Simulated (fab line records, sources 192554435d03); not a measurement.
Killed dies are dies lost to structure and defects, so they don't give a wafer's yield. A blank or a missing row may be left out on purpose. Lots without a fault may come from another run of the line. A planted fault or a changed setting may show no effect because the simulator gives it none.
Split-lot experiment | flow n5_finfet | 7 lots, 21 wafers read, on a route of 1938 steps

THE SPLIT
At N5_BEOL_M11_ETCH_66 (etches SOC in N2/H2, target depth 120 nm, overetch 24 nm, time 180 s), the setting time_s was moved away from the recipe's 180 s on 7 of the 21 wafers read, by -21.8% to +10.3%. The other wafers ran this setting at the recipe's value.

The reading is taken at the split's own step.

THE READING
SiARC_of_BEOL_M11_COAT_64.thk_nm (the simulator's own value, which no gauge read), in nm, at N5_BEOL_M11_ETCH_66 (etches SOC in N2/H2, target depth 120 nm, overetch 24 nm, time 180 s). The file gives no usual value for it. The 14 wafers here that ran the recipe average 22.7 nm, standard deviation 0.15 nm.

wafer  | tool, chamber at the split | time_s as run, s | against the recipe | SiARC_of_BEOL_M11_COAT_64.thk_nm, nm | against lot-mates on the recipe
L074.2 | rie_diel-03, 1,3           | 180              | recipe             | 22.8                                 | -
L074.4 | rie_diel-03, 1,3           | 180              | recipe             | 22.8                                 | -
L074.6 | rie_diel-03, 3             | 151.2            | -16.0%             | 23.8                                 | +1.0
L075.3 | rie_diel-06, 0             | 140.8            | -21.8%             | 24.4                                 | +1.6
L075.5 | rie_diel-06, 2             | 140.8            | -21.8%             | 24.2                                 | +1.4
L075.6 | rie_diel-06, 0             | 180              | recipe             | 22.8                                 | -
L080.1 | rie_diel-03, 0             | 180              | recipe             | 22.6                                 | -
L080.2 | rie_diel-03, 2             | 154.9            | -13.9%             | 23.6                                 | +1.0
L080.4 | rie_diel-03, 2             | 154.9            | -13.9%             | 23.8                                 | +1.2
L084.3 | rie_diel-03, 3,1           | 180              | recipe             | 22.6                                 | -
L084.5 | rie_diel-03, 3,1           | 180              | recipe             | 22.6                                 | -
L084.4 | rie_diel-03, 0             | 180              | recipe             | 22.4                                 | -
L088.2 | rie_diel-03, 3             | 180              | recipe             | 22.8                                 | -
L088.4 | rie_diel-03, 0             | 180              | recipe             | 22.6                                 | -
L088.6 | rie_diel-03, 0             | 180              | recipe             | 22.6                                 | -
L091.3 | rie_diel-03, 3             | 180              | recipe             | 23                                   | -
L091.5 | rie_diel-03, 0             | 180              | recipe             | 22.6                                 | -
L091.6 | rie_diel-03, 3             | 180              | recipe             | 22.8                                 | -
L082.1 | rie_diel-03, 2             | 198.6            | +10.3%             | 22                                   | -0.6
L082.3 | rie_diel-03, 0             | 180              | recipe             | 22.6                                 | -
L082.6 | rie_diel-03, 0             | 198.6            | +10.3%             | 21.8                                 | -0.8
Where a row lists several chambers, the file gives one row for several wafers and doesn't say which wafer went through which chamber.

THE FIT
A straight line over all 21 wafers: SiARC_of_BEOL_M11_COAT_64.thk_nm changes by -0.0736 nm for each +1% of time_s; r = -0.98; the points scatter about the line by 0.14 nm.
The same after taking each lot's own level away (the mean of its wafers on the recipe; 21 wafers): -0.0697 nm for each +1%; r = -0.98; scatter 0.11 nm.
On that fit, the largest move of time_s shifts the reading by 1.5 nm.
The lots' own levels span 22.53 to 22.80 nm, that is 1.8 times the standard deviation above.
So the lot-to-lot level changes the slope little: the two slopes agree.
Check: with one of the wafers moved furthest among these (-21.8%) left out of the fit, the line predicts +1.5 nm for it against its lot-mates. It came out at +1.6 nm against them.

OTHER SPLITS ON THESE WAFERS
These wafers also went through other splits before the reading. Each is held against what the fit with the lots' levels taken away leaves over:
other split on the same wafers | wafers away from the commonest value | r with SiARC_of_BEOL_M11_COAT_64.thk_nm (lot level and that fit taken away)
N5_BEOL_M11_EXPOSE_25 dose_mj  | 4                                    | +0.07

THE FILE'S OWN FIT
SiARC_of_BEOL_M11_COAT_64.thk_nm changes by -0.0691 nm for each +1% of time_s, r = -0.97.
